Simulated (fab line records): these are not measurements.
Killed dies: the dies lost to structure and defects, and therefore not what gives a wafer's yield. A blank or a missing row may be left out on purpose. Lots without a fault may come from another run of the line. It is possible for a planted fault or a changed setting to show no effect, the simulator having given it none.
A lot that was struck, set against a sound lot -- flow nandHarc -- 41 steps out of a route of 1302
Sound: wafers L305.3, L305.4, L305.5. Struck: wafer L313.4 (left out: L313.2, L313.3 of the same lot, which were not struck); the cause appears at the end.
For every step that has rows: the tool of each side, followed by ch and its chambers, followed by its first start. Under that, the readings that differ: sound wafers -- struck wafers -- difference of the means -- sigmas: that difference in standard deviations of wafers without a fault.
alike: a reading whose means differ by less than 2 such deviations, as well as words and numbers matching on both sides. not compared: withheld readings; readings where some wafer has no value; bounds like >300 that might hide an equal value; numbers whose values overlap and for which the record gives no deviation.
Wherever a step has rows on one side only, a row that says differs or no value, or a row with sigmas, the two part there. Non-overlapping numbers with no deviation appear without sigmas and do not part them. Lack of a reading on every wafer of one side parts them only where that side has two or more wafers.

first, 1 step without rows for these wafers: NHARC_P_BONDPAD_ECD_18 (material Cu, target thk 400 nm).
NHARC_P_BONDPAD_ANNEAL_28: time 90 s.
  sound on rtpAnneal-01 ch 0, day 9 04:17; struck on rtpAnneal-01 ch 0, day 12 20:11
  alike: wafer_temp_C_max
then, 1 step without rows for these wafers: NHARC_P_BONDPAD_CMP_19 (polishes, t overpolish 30 s, cu recess touch 16 s, target thk 160.81 nm).
NHARC_P_BONDPAD_THK_MEAS_20: measures by xrf.
  sound on filmMetro-02, day 9 04:51; struck on filmMetro-01, day 12 20:48
  alike: thkNm
then, 1 step without rows for these wafers: NHARC_P_BONDPAD_SRD_21 (time 30 s, dry time 20 s).
NHARC_P_BONDPAD_INSPECT_23:
  sound on defectInspect-01, day 9 05:05; struck on defectInspect-02, day 12 21:02
  alike: rawDefectCount
NHARC_P_BONDPAD_ACTIVATE_29: chemistry N2, time 60 s.
  sound on rieDiel-02 ch 0,1,2, day 9 05:08; struck on rieDiel-02 ch 3, day 12 21:05
reading,sound,struck,difference,sigmas
drypumpMotorCurrentA (A),6.2 6.3 6.0,4.7,-1.5,-3
  alike: mfcArSccm, n2FlowSccm, oesProductAu, rfVppV, showerheadPlenumPTorr
  not compared: rfHoursCounterH
then, 2 steps without rows for these wafers: NHARC_P_BONDPAD_PRECLEAN_30 (cleans in DIW, time 300 s); NHARC_P_BONDPAD_SRD_31 (time 30 s, dry time 20 s).
NHARC_A_START_INSPECT_01:
  sound on defectInspect-02, day 9 05:33; struck on defectInspect-01, day 12 21:30
  alike: rawDefectCount
NHARC_A_ZERO_WELL_PRECLEAN_00: cleans in SPM, time 600 s.
  sound on wetBench-09 ch 1,3,4, day 9 05:38; struck on wetBench-02 ch 2,3,5, day 12 21:35
then, 10 steps without rows for these wafers: NHARC_A_ZERO_WELL_SRD_01; NHARC_A_ZERO_WELL_DEHYDRATE_02 (time 120 s); NHARC_A_ZERO_WELL_HMDS_03 (time 30 s); NHARC_A_ZERO_WELL_COAT_18 (time 65 s); NHARC_A_ZERO_WELL_COAT_04 (resist thk 600 nm); NHARC_A_ZERO_WELL_SOFTBAKE_05 (time 70 s); NHARC_A_ZERO_WELL_EBR_06; NHARC_A_ZERO_WELL_EXPOSE_07 (exposes mask A ZERO); NHARC_A_ZERO_WELL_PEB_08 (peb time 80 s); NHARC_A_ZERO_WELL_DEVELOP_09 (time 50 s).
NHARC_A_ZERO_WELL_CD_MEAS_10 targets a cd of 2000 nm.
  sound on cdSem-01 ch 0, day 9 06:23; struck on cdSem-02 ch 0, day 12 22:20
  alike: cdNm
then, 1 step without rows for these wafers: NHARC_A_ZERO_WELL_HARDBAKE_11 (time 65 s).
NHARC_A_ZERO_WELL_DESCUM_12: chemistry O2, time 3 s.
  sound on rieDiel-05 ch 1,2, day 9 06:32; struck on rieDiel-05 ch 3, day 12 22:30
  alike: drypumpMotorCurrentA, mfcArSccm, o2FlowSccm, oesProductAu, rfVppV, showerheadPlenumPTorr, throttleValvePct
  not compared: rfHoursCounterH
then, 1 step without rows for these wafers: NHARC_A_ZERO_WELL_ETCH_19 (etches the open film in N2/H2, target depth 80 nm, overetch 24 nm, time 87.88 s).
NHARC_A_ZERO_WELL_ETCH_13: etches the open film in HBr/Cl2, target depth 120 nm, time 40.1 s.
  sound on rieSi-02 ch 2,3, day 9 06:46; struck on rieSi-02 ch 3, day 12 22:42
  alike: drypumpMotorCurrentA, oesProductAu, throttleValvePct
  not compared: rfHoursCounterH
then, 4 steps without rows for these wafers: NHARC_A_ZERO_WELL_STRIP_14 (strips in SPM, time 900 s); NHARC_A_ZERO_WELL_IMPLANT_15; NHARC_A_ZERO_WELL_PRECLEAN_22 (cleans in SC1, time 60 s); NHARC_A_ZERO_WELL_SRD_23.
NHARC_A_ZERO_WELL_RTA_16: time 10 s.
  sound on rtpAnneal-01 ch 0, day 9 07:42; struck on rtpAnneal-02 ch 0, day 12 23:38
  alike: lampPowerPct, wafer_temp_C_max
NHARC_A_ZERO_WELL_INSPECT_17:
  sound on defectInspect-01, day 9 07:50; struck on defectInspect-02, day 12 23:48
reading,sound,struck,difference,sigmas
rawDefectCount,2 8 11,273,+266,+54
then, 3 steps without rows for these wafers: NHARC_A_SOURCE_PLATE_PRECLEAN_00 (cleans in HF-LAST, time 60 s); NHARC_A_SOURCE_PLATE_SRD_01; NHARC_A_SOURCE_PLATE_OXIDE_02 (material SiO2, target thk 10 nm, ox time 1362 s).
NHARC_A_SOURCE_PLATE_THK_MEAS_09: measures by ellipsometry.
  sound on filmMetro-02, day 9 17:08; struck on filmMetro-02, day 13 07:03
  alike: thkNm
then, 3 steps without rows for these wafers: NHARC_A_SOURCE_PLATE_PVD_04 (deposits WSi2, target thk 50 nm); NHARC_A_SOURCE_PLATE_CVD_03 (deposits poly-Si, target thk 200 nm, time 4000 s); NHARC_A_SOURCE_PLATE_ANNEAL_05 (time 1800 s).
NHARC_A_SOURCE_PLATE_INSPECT_08:
  sound on defectInspect-01, day 10 06:19; struck on defectInspect-02, day 13 19:31
reading,sound,struck,difference,sigmas
rawDefectCount,32 49 73,313,+262,+10
-- the record jumps here: 17 days lie between the struck wafers' starts before and after (it left off in module A_SOURCE_PLATE and takes up again in module END, whose first step shown is number 1302 of the route) --
NHARC_END_SORT_01:
  the record has rows for the struck wafers here (prober-01 ch 0, day 30 15:16) and none for the sound ones

== WHERE THEY PART ==
Earliest at NHARC_P_BONDPAD_ACTIVATE_29; latest, in this record, at NHARC_END_SORT_01.

WHY: whatever the simulator had introduced
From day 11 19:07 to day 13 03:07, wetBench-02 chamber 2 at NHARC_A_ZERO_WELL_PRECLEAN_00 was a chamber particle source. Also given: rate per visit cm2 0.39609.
